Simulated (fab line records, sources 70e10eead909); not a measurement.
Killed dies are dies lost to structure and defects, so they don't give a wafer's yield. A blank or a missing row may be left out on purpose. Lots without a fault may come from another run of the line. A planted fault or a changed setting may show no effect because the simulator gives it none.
Problem report in the 8D (eight disciplines) form, filled by code | flow nand_harc | the parts of the form that need people (team, actions taken, sign-off) are left out

1. THE PROBLEM
cathode_dc_power_W at NHARC_P_CONTACT_PVD_32 reads a mean of 5594.8 W on 6 wafers of 2 lots; wafers without a fault read 5000.0 W with a standard deviation of 0.93. That is +99 or more standard deviations from the usual mean.
The step: deposits Ti, target thk 5 nm, time 17.7 s.
First seen on wafer L593.2, day 10 11:13, on pvd_sputter-03. The record holds 39 wafers of 13 lots with a number at this step. Rule for "out", or "out of limits": more than 4 standard deviations from the usual mean. The other wafers with a number count as sound.

2. WHAT IT IS AND WHAT IT IS NOT
question                    | is                     | is not
which readings at this step | cathode_dc_power_W     | throttle_valve_pct
which lots                  | L593, L597             | L575, L576, L578, L580, L582, L583, L584, L588, L589, L596, L598
which wafers of those lots  | all that have a number | -
read on which tools         | pvd_sputter-03         | pvd_sputter-01, pvd_sputter-02
when                        | from day 10 11:13      | up to then (27 sound wafers); but 6 sound wafers of L596, L598 came after

3. SUSPECTS, AND WHAT RULES EACH OUT
Counting: a tool at a process step up to the reading stays a suspect if it ran every lot that is out and no sound lot after the first of them.
- pvd_sputter-03 at NHARC_P_CONTACT_PVD_32 (deposits Ti, target thk 5 nm, time 17.7 s): kept. It ran every lot that is out, first L593 (day 10 11:13), and no sound lot after that; its last sound lot up to then is L584 (day 7 21:04). Its own readings are out on those wafers: cathode_dc_power_W.
Left after counting: pvd_sputter-03 at NHARC_P_CONTACT_PVD_32.

4. THE CAUSE (what the simulator had put in)
Process parameter drift: pvd_sputter-03, from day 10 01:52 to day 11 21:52, at NHARC_P_CONTACT_PVD_32. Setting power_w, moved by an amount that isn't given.
Counting left only this tool.

5. THE CHAIN OF EFFECTS, in route order
Each row: a reading whose mean over the struck wafers that have a number lies more than 3 standard deviations from the usual. Only readings for which the record gives a usual standard deviation are gone through. hours: the time from each lot's start at the first step in this table that gives one to its start at this step, as a median over the lots. sigmas: the change in usual standard deviations.
hours | step                   | reading            | usual    | on struck wafers | change | sigmas
0     | NHARC_P_CONTACT_PVD_32 | cathode_dc_power_W | 5000.0 W | 5594.8           | +594.8 | +99 or more
The process steps in it:
- NHARC_P_CONTACT_PVD_32: deposits Ti, target thk 5 nm, time 17.7 s.

6. WHAT WOULD HAVE CAUGHT IT SOONER
In this record the first reading out of limits was taken at day 10 11:13, 9 hours after the fault began at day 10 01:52.
